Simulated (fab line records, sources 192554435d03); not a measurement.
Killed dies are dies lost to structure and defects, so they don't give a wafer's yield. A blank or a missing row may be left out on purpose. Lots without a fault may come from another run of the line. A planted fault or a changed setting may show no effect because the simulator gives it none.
Which tool did it? | flow n5_finfet | 11 lots, 33 wafers sampled, at 1 step of a route of 1938

WHAT THE GAUGES READ, wafer by wafer
N5_SD_EPI_N_OVL_MEAS_10. Usual: SD_N_BLK_OVL -0.5 nm, standard deviation 0.68.
lot  | measured    | on         | SD_N_BLK_OVL (nm) | flag
L320 | day 3 02:44 | overlay-02 | -1.4 0.8 -0.2     |
L321 | day 3 08:51 | overlay-02 | -0.1 -1.2 -0.6    |
L324 | day 4 00:55 | overlay-02 | 0.0 -1.3 0.8      |
L328 | day 5 04:20 | overlay-02 | -0.9 -0.6 -1.2    |
L331 | day 5 19:19 | overlay-01 | -0.2 -0.4 -0.3    |
L332 | day 5 23:59 | overlay-01 | 0.0 0.5 0.2       |
L333 | day 6 06:08 | overlay-02 | 0.5 -0.2 -1.7     |
L335 | day 6 19:31 | overlay-01 | -0.8 -1.4 -1.3    |
L336 | day 6 22:50 | overlay-02 | 0.0 -0.9 -0.5     |
L337 | day 7 06:55 | overlay-01 | -0.9 -0.3 -0.4    |
L341 | day 8 12:05 | overlay-01 | -0.5 0.9 -1.1     |

WHICH TOOL RAN EACH LOT (tool, then ch and the chambers of the sampled wafers, then the start)
The record holds no process step before these readings.

WHAT THE TOOLS THEMSELVES READ (means of the sampled wafers that have a number; where no wafer has one, the mark that the record gives instead)
The record holds no such reading with a usual standard deviation.

THE ANSWER, worked out from the rows above alone
Rule: a lot is off if the mean of its wafers that have a number lies more than 3 standard deviations from the usual mean. A lot without any number at a reading at which 4 lots or more have one is off too. The other lots that the step has rows for count as sound. The gauges are gone through in route order, then the tools' own readings, and for those a lot's mean is taken as printed above. The first step at which some lot is off is used, and at that step the reading that is off furthest; a lot without a number counts as furthest.
No lot is off at any reading shown: from this, nothing can be told.

WHAT THE SIMULATOR HAD PUT IN
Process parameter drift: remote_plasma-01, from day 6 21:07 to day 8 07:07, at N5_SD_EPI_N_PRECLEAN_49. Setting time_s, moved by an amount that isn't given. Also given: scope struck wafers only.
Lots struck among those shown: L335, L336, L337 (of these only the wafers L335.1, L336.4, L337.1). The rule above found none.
